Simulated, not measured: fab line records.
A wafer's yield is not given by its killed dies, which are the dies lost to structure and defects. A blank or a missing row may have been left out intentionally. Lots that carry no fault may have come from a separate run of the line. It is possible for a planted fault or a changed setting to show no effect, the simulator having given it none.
fab line records ; flow nand-harc
record: lots: 13; wafers: 39; last-day: 34
route steps=1302 shown A_STAIRCASE@772 THIN_TSV@1269 END@1302
lots that met no fault: taken from a fault-free run of the same line
start-h: hours from the record's opening day to when the first of the lot's shown wafers began ; wait-h: time in hours since the lot's previous step ; " the same as in the row above ; L1.1+2: a row that stands for several wafers ; - no value, or no start was given ; * or withheld: withheld ; < > ~ a bound
route shown NAME@n: a module of which the file shows steps, and the number in the route of the first ; usual: mean and standard deviation over wafers with no fault ; same: alike in all rows ; chamber/n: place in a boat ; sites: readings site by site ; _std_site: how widely they spread, as a standard deviation ; _edge_site: inner sites' mean taken away from outer sites' mean ; radius-mm: for every site, how far away it sits from the centre of the wafer ; mask NAME#n: copy n ; behind: tool/chamber where the wafer was last shaped ; hold: reason for holding the lot/hours on hold/outcome of the hold ; device: the transistor (n, p or np) that didn't switch ; end of line: the route-end tests of the same wafers ; step lacking rows: just its recipe ; killed: at the first sort, the dies lost to defects and structure; wafer yield is something else ; map: the dies of a wafer, with x for killed, . for not killed, _ for no die there
set.NAME: setting as actually run; set.NAME@STEP: the setting as run at that earlier step ; model.NAME: the simulator's own value behind a step, which no gauge read
one table for each step of the route and one row for each wafer, over a sample of lots
services: a tool's chamber out of use, with start hour (start-h, from the record's first day; less than 0 if before it), hours out, and reason
== steps ==
step: NHARC_A_STAIRCASE_HM_DEP_456
recipe: target-thk-a: 31000; temp-c: 400; material: aC
usual: throttle-valve-pct: 35.000/0.0087
lot.wafer;tool;chamber;start-h;wait-h;throttle-valve-pct
L795.1;acl-dep-03;0;370.30;-;35.004
L795.2;acl-dep-03;0;370.30;-;34.998
L795.5;acl-dep-03;0;370.30;-;34.991
L794.2;acl-dep-01;0;371.70;-;34.998
L794.3;acl-dep-01;0;371.70;-;35.001
L794.4;acl-dep-01;0;371.70;-;35.005
L797.3;acl-dep-02;0;410.60;-;35.000
L797.4;acl-dep-02;0;410.60;-;35.002
L797.5;acl-dep-02;0;410.60;-;34.998
L799.1;acl-dep-01;0;415.63;-;35.003
L799.2;acl-dep-01;0;415.63;-;34.984
L799.4;acl-dep-01;0;415.63;-;35.005
L798.4;acl-dep-03;0;417.06;-;35.008
L798.5;acl-dep-03;0;417.06;-;35.007
L798.6;acl-dep-03;0;417.06;-;35.007
L800.3;acl-dep-02;0;439.39;-;35.019
L800.4;acl-dep-02;0;439.39;-;34.973
L800.6;acl-dep-02;0;439.39;-;35.004
L805.1;acl-dep-01;0;477.45;-;34.996
L805.3;acl-dep-01;0;477.45;-;35.002
L805.6;acl-dep-01;0;477.45;-;35.014
L807.2;acl-dep-01;0;490.34;-;35.001
L807.3;acl-dep-01;0;490.34;-;35.008
L807.4;acl-dep-01;0;490.34;-;34.996
L811.1;acl-dep-02;0;534.39;-;35.003
L811.3;acl-dep-02;0;534.39;-;35.011
L811.5;acl-dep-02;0;534.39;-;34.980
L813.3;acl-dep-02;0;555.74;-;35.000
L813.4;acl-dep-02;0;555.74;-;35.005
L813.5;acl-dep-02;0;555.74;-;34.992
L814.2;acl-dep-01;0;577.25;-;35.003
L814.3;acl-dep-01;0;577.25;-;35.004
L814.4;acl-dep-01;0;577.25;-;35.001
L815.4;acl-dep-02;0;578.46;-;34.996
L815.5;acl-dep-02;0;578.46;-;34.998
L815.6;acl-dep-02;0;578.46;-;35.007
L817.3;acl-dep-03;0;596.39;-;34.997
L817.4;acl-dep-03;0;596.39;-;34.999
L817.5;acl-dep-03;0;596.39;-;35.011
step: NHARC_THIN_TSV_STRIP_62
recipe: power-w: 1500; temp-c: 250; time-s: 20; chemistry: N2/H2
usual: drypump-motor-current-A: 6.0/0.4; heater-power-w: 308/21
lot.wafer;tool;chamber;start-h;wait-h;drypump-motor-current-A;heater-power-w;rf-hours-counter-h
L795.1;plasma-asher-01;1;559.23;-;5.7;294;7
L795.2;plasma-asher-01;0;559.23;-;6.5;323;7
L795.5;plasma-asher-01;0;559.23;-;6.5;327;-
L794.2;plasma-asher-02;1;560.60;-;5.6;344;26
L794.4;plasma-asher-02;0;560.60;-;6.2;299;-
L794.3;plasma-asher-02;1;560.60;-;5.6;343;-
L797.4;plasma-asher-02;1;597.06;-;5.6;344;-
L797.3;plasma-asher-02;0;597.06;-;6.2;295;-
L797.5;plasma-asher-02;1;597.06;-;5.6;338;-
L799.2;plasma-asher-01;0;607.20;-;6.5;334;18
L799.1;plasma-asher-01;1;607.20;-;5.7;292;18
L799.4;plasma-asher-01;1;607.20;-;5.6;291;-
L798.4;plasma-asher-01;0;615.73;-;6.5;323;-
L798.6;plasma-asher-01;0;615.73;-;6.5;318;-
L798.5;plasma-asher-01;1;615.73;-;5.7;291;-
L800.4;plasma-asher-01;0;631.62;-;6.5;325;-
L800.3;plasma-asher-01;1;631.62;-;5.6;293;-
L800.6;plasma-asher-01;0;631.62;-;6.5;323;-
L805.1;plasma-asher-01;1;663.48;-;5.6;295;28
L805.3;plasma-asher-01;1;663.48;-;5.6;300;-
L805.6;plasma-asher-01;1;663.48;-;5.6;291;-
L807.2;plasma-asher-01;0;670.62;-;6.5;327;30
L807.3;plasma-asher-01;0;670.62;-;6.5;322;-
L807.4;plasma-asher-01;1;670.62;-;5.6;293;-
L811.1;plasma-asher-01;1;720.67;-;5.7;278;3
L811.3;plasma-asher-01;0;720.67;-;6.5;336;-
L811.5;plasma-asher-01;1;720.67;-;5.6;280;-
L813.4;plasma-asher-02;0;749.19;-;6.2;290;-
L813.3;plasma-asher-02;1;749.19;-;5.6;310;-
L813.5;plasma-asher-02;0;749.19;-;6.2;285;-
L814.2;plasma-asher-01;1;750.33;-;5.6;274;10
L814.4;plasma-asher-01;1;750.33;-;5.6;273;-
L814.3;plasma-asher-01;0;750.33;-;6.5;336;-
L815.4;plasma-asher-01;0;763.42;-;6.5;340;-
L815.5;plasma-asher-01;1;763.42;-;5.6;283;-
L815.6;plasma-asher-01;0;763.42;-;6.5;340;-
L817.4;plasma-asher-02;0;789.66;-;6.2;289;-
L817.3;plasma-asher-02;1;789.66;-;5.6;330;-
L817.5;plasma-asher-02;1;789.66;-;5.6;331;-
step: NHARC_THIN_TSV_ETCH_59
recipe: target-depth-a: 8800; icp-w: 900; bias-w: 100; Cl2_flow_sccm: 60; bcl3-flow-sccm: 30; time-s: 138.1; chemistry: Cl2/BCl3
usual: drypump-motor-current-A: 5.41/0.17; oes-product-au: 1.000/0.0079; throttle-valve-pct: 22.265/0.009
lot.wafer;tool;chamber;start-h;wait-h;drypump-motor-current-A;oes-product-au;rf-hours-counter-h;throttle-valve-pct
L795.1;rie-metal-01;0;562.85;0.1;5.55;0.994;2.3;22.266
L795.2;rie-metal-01;1;562.85;0.1;5.66;0.993;3.0;22.282
L795.5;rie-metal-01;1;562.85;0.1;5.65;0.997;-;22.260
L794.2;rie-metal-02;0;564.20;0.1;5.58;0.993;2.2;22.269
L794.3;rie-metal-02;1;564.20;0.1;5.18;0.993;-;22.255
L794.4;rie-metal-02;0;564.20;0.1;5.62;0.997;-;22.273
L797.3;rie-metal-03;0;600.58;0.2;5.30;1.007;-;22.257
L797.4;rie-metal-03;1;600.58;0.2;5.29;1.005;-;22.273
L797.5;rie-metal-03;1;600.58;0.2;5.31;1.007;-;22.271
L799.2;rie-metal-01;0;610.68;0.1;5.55;0.999;0.3;22.264
L799.1;rie-metal-01;1;610.68;0.1;5.69;0.995;0.3;22.242
L799.4;rie-metal-01;0;610.68;0.1;5.56;0.992;-;22.261
L798.4;rie-metal-02;1;619.41;0.2;5.19;0.991;-;22.264
L798.6;rie-metal-02;1;619.41;0.2;5.19;0.993;-;22.258
L798.5;rie-metal-02;0;619.41;0.2;5.59;0.993;-;22.278
L800.3;rie-metal-01;0;635.11;0.1;5.54;0.999;-;22.277
L800.4;rie-metal-01;1;635.11;0.1;5.66;1.000;-;22.254
L800.6;rie-metal-01;0;635.11;0.1;5.54;0.989;-;22.269
L805.1;rie-metal-02;0;667.09;0.1;5.58;0.991;0.3;22.276
L805.3;rie-metal-02;1;667.09;0.1;5.18;0.995;-;22.248
L805.6;rie-metal-02;0;667.09;0.1;5.58;0.993;-;22.260
L807.2;rie-metal-02;1;674.25;0.1;5.18;1.000;0.6;22.267
L807.4;rie-metal-02;1;674.25;0.1;5.20;1.010;-;22.253
L807.3;rie-metal-02;0;674.25;0.1;5.62;0.984;-;22.271
L811.1;rie-metal-02;0;724.14;0.1;5.60;1.008;1.1;22.281
L811.3;rie-metal-02;0;724.14;0.1;5.60;0.996;-;22.275
L811.5;rie-metal-02;1;724.14;0.1;5.21;1.012;-;22.248
L813.4;rie-metal-03;1;755.06;0.1;5.30;1.006;-;22.247
L813.3;rie-metal-03;0;755.06;0.1;5.31;1.004;-;22.259
L813.5;rie-metal-03;1;755.06;0.1;5.31;1.004;-;22.258
L814.2;rie-metal-02;1;755.19;0.1;5.18;1.002;1.6;22.269
L814.3;rie-metal-02;0;755.19;0.1;5.58;0.988;-;22.256
L814.4;rie-metal-02;1;755.19;0.1;5.19;1.000;-;22.259
L815.4;rie-metal-01;1;767.07;0.2;5.69;0.998;-;22.267
L815.5;rie-metal-01;0;767.07;0.2;5.56;1.012;-;22.268
L815.6;rie-metal-01;1;767.07;0.2;5.67;1.010;-;22.275
L817.4;rie-metal-03;0;793.30;0.2;5.32;1.005;-;22.260
L817.3;rie-metal-03;1;793.30;0.2;5.32;1.006;-;22.271
L817.5;rie-metal-03;1;793.30;0.2;5.32;1.008;-;22.269
step: NHARC_THIN_TSV_ETCH_36
recipe: target-depth-a: 650; over-etch-frac: 0.3; time-s: 18.571; ion-energy-ev: 150; chemistry: Cl2/BCl3
usual: drypump-motor-current-A: 5.41/0.17; oes-product-au: 1.001/0.0084
lot.wafer;tool;chamber;start-h;wait-h;drypump-motor-current-A;oes-product-au;rf-hours-counter-h
L795.1;rie-metal-01;0;563.11;0.2;5.56;1.004;2.5
L795.2;rie-metal-01;1;563.11;0.2;5.62;0.992;3.1
L795.5;rie-metal-01;0;563.11;0.2;5.55;1.008;-
L794.2;rie-metal-02;1;564.42;0.2;5.20;0.992;1.9
L794.4;rie-metal-02;0;564.42;0.2;5.60;0.996;-
L794.3;rie-metal-02;1;564.42;0.2;5.20;0.990;-
L797.4;rie-metal-03;1;600.78;0.1;5.33;1.006;-
L797.3;rie-metal-03;0;600.78;0.1;5.31;0.995;-
L797.5;rie-metal-03;1;600.78;0.1;5.33;1.001;-
L799.1;rie-metal-01;0;610.94;0.2;5.55;1.001;0.5
L799.2;rie-metal-01;1;610.94;0.2;5.61;1.007;0.5
L799.4;rie-metal-01;1;610.94;0.2;5.62;0.999;-
L798.4;rie-metal-02;1;619.61;0.2;5.20;0.993;-
L798.6;rie-metal-02;1;619.61;0.2;5.21;0.992;-
L798.5;rie-metal-02;0;619.61;0.2;5.57;1.001;-
L800.4;rie-metal-01;0;635.31;0.1;5.55;1.006;-
L800.3;rie-metal-01;1;635.31;0.1;5.65;0.998;-
L800.6;rie-metal-01;1;635.31;0.1;5.64;1.000;-
L805.1;rie-metal-02;1;667.32;0.2;5.22;1.004;0.4
L805.3;rie-metal-02;0;667.32;0.2;5.60;0.990;-
L805.6;rie-metal-02;1;667.32;0.2;5.20;1.002;-
L807.2;rie-metal-02;1;674.51;0.2;5.18;1.003;0.7
L807.4;rie-metal-02;0;674.51;0.2;5.59;0.991;-
L807.3;rie-metal-02;1;674.51;0.2;5.17;1.004;-
L811.1;rie-metal-02;0;724.37;0.2;5.57;0.991;1.3
L811.3;rie-metal-02;1;724.37;0.2;5.17;0.996;-
L811.5;rie-metal-02;1;724.37;0.2;5.19;1.009;-
L813.4;rie-metal-03;1;755.26;0.2;5.30;0.999;-
L813.3;rie-metal-03;0;755.26;0.2;5.32;1.010;-
L813.5;rie-metal-03;0;755.26;0.2;5.31;1.011;-
L814.2;rie-metal-02;1;755.42;0.2;5.20;1.017;1.8
L814.3;rie-metal-02;0;755.42;0.2;5.62;1.003;-
L814.4;rie-metal-02;1;755.42;0.2;5.18;1.016;-
L815.4;rie-metal-01;1;767.23;0.1;5.65;1.010;-
L815.6;rie-metal-01;1;767.23;0.1;5.66;1.002;-
L815.5;rie-metal-01;0;767.23;0.1;5.55;1.001;-
L817.4;rie-metal-03;1;793.49;0.2;5.32;1.010;-
L817.3;rie-metal-03;0;793.49;0.2;5.32;1.011;-
L817.5;rie-metal-03;0;793.49;0.2;5.32;1.003;-
step: NHARC_END_SORT_01
recipe: temp-c: 25
usual: killed-at-array: 53/18; killed-at-other: 1.0/1.2; killed-at-periphery: 3.6/2.4; killed-dies: 58/18; killed-open: 3.4/1.8; killed-short: 2.3/1.5
same: gross-dies: 677
lot.wafer;tool;chamber;start-h;wait-h;killed-at-array;killed-at-other;killed-at-periphery;killed-dies;killed-open;killed-short
L805.1;prober-02;0;675.98;2.5;134;0;1;135;3;1
L805.3;prober-02;0;677.57;3.1;127;0;2;129;4;2
L805.6;prober-02;0;679.96;4.0;137;0;3;140;6;2
L807.2;prober-02;0;684.56;2.8;139;4;1;144;3;3
L807.3;prober-02;0;685.36;3.1;127;3;3;133;1;4
L807.4;prober-02;0;686.15;3.4;127;1;0;128;5;2
killed by level:class
L805.1 A_STAIRCASE:unspecified=66 A_CHANNEL_HOLE_D1:chamber-film-flake=31 A_SLIT:chamber-film-flake=21 A_CONTACT:chamber-film-flake=9 A_CHANNEL_FILL_D1:geometric-particle:open=1 A_WL_FILL:geometric-particle:short=1 A_BLC:geometric-particle:open=1 A_M1:geometric-particle:open=1
L805.3 A_STAIRCASE:unspecified=67 A_CHANNEL_HOLE_D1:chamber-film-flake=30 A_SLIT:chamber-film-flake=21 A_M0:geometric-particle:open=2 A_CONTACT:chamber-film-flake=2 P_M0:geometric-particle:open=1 A_ONON_D1:geometric-particle:open=1 A_ONON_D1:geometric-particle:short=1
L805.6 A_STAIRCASE:unspecified=69 A_CHANNEL_HOLE_D1:chamber-film-flake=34 A_SLIT:chamber-film-flake=22 A_ONON_D1:geometric-particle:open=2 A_STAIRCASE:chamber-film-flake=2 P_GATE:geometric-particle:short=1 A_DECK1_JOINT:geometric-particle:short=1 A_SGD_CUT:geometric-particle:open=1
L807.2 A_STAIRCASE:unspecified=75 A_CHANNEL_HOLE_D1:chamber-film-flake=32 A_CHANNEL_HOLE_D2:chamber-film-flake=10 A_SLIT:chamber-film-flake=8 THIN_TSV:chamber-film-flake=4 A_STAIRCASE:chamber-film-flake=3 A_CONTACT:chamber-film-flake=3 A_ONON_D1:geometric-particle:short=1
L807.3 A_STAIRCASE:unspecified=66 A_CHANNEL_HOLE_D1:chamber-film-flake=30 A_CHANNEL_HOLE_D2:chamber-film-flake=12 A_CONTACT:chamber-film-flake=5 A_WL_FILL:chamber-film-flake=5 A_SLIT:chamber-film-flake=3 THIN_TSV:chamber-film-flake=3 A_STAIRCASE:chamber-film-flake=2
L807.4 A_STAIRCASE:unspecified=69 A_CHANNEL_HOLE_D1:chamber-film-flake=34 A_CONTACT:chamber-film-flake=6 A_CHANNEL_HOLE_D2:chamber-film-flake=5 A_SLIT:chamber-film-flake=3 A_CHANNEL_FILL_D2:chamber-film-flake=2 A_ONON_D1:geometric-particle:open=1 A_CHANNEL_FILL_D1:geometric-particle:short=1
== services ==
tool;chamber;start-h;hours;kind
acl-dep-01;-;373.23;13.0;pm
rie-metal-01;0;396.33;1.6;repair
rie-metal-01;-;398.00;9.0;pm
rie-metal-01;0;417.92;13.8;repair
acl-dep-02;-;425.79;13.0;pm
rie-metal-02;-;454.00;9.0;pm
rie-metal-02;1;471.42;2.7;repair
rie-metal-02;-;492.72;0.5;repair
rie-metal-03;0;514.65;10.8;repair
rie-metal-03;-;519.14;9.0;pm
plasma-asher-01;-;519.30;9.0;pm
acl-dep-01;-;554.23;13.0;pm
rie-metal-01;-;575.00;9.0;pm
rie-metal-03;0;604.62;31.0;repair
acl-dep-02;-;607.56;13.0;pm
rie-metal-02;-;631.00;9.0;pm
rie-metal-02;1;674.62;2.3;repair
rie-metal-03;1;690.62;9.2;repair
rie-metal-03;-;696.14;9.0;pm
plasma-asher-01;-;696.30;9.0;pm
rie-metal-01;-;708.13;1.5;repair
acl-dep-01;-;736.97;13.0;pm
rie-metal-01;-;752.00;9.0;pm
acl-dep-02;-;788.56;13.0;pm
== key ==
first-sign: step: NHARC_END_SORT_01; reading: killed-at-array; direction: up; sigmas: 4.4; usual: 53; struck: 132
effect: step: NHARC_END_SORT_01; reading: killed-dies; direction: up; sigmas: 4.2; usual: 58; struck: 135
more-kills-born-at: NHARC_A_STAIRCASE_HM_DEP_456@acl-dep-01: 412
met-at NHARC_A_STAIRCASE_HM_DEP_456
struck-lots L805,L807
tester-left-out L805,L807
not-acting-at NHARC_THIN_TSV_STRIP_62,NHARC_THIN_TSV_ETCH_59,NHARC_THIN_TSV_ETCH_36
onset-between 415.63 477.45
fault: kind: chamber-particle-source; tool: acl-dep-01; chamber: -; onset-h: 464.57; steps: NHARC_A_STAIRCASE_HM_DEP_456; rate-per-visit-cm2: 0.43282; end-h: 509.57
tester-left-out: of these lots the tester's yield and bins aren't shown, on N5 and GAA mostly nor the transistor test; their killed dies are dies lost to structure and defects alone, not to doping, threshold or leakage, so they don't give the yield
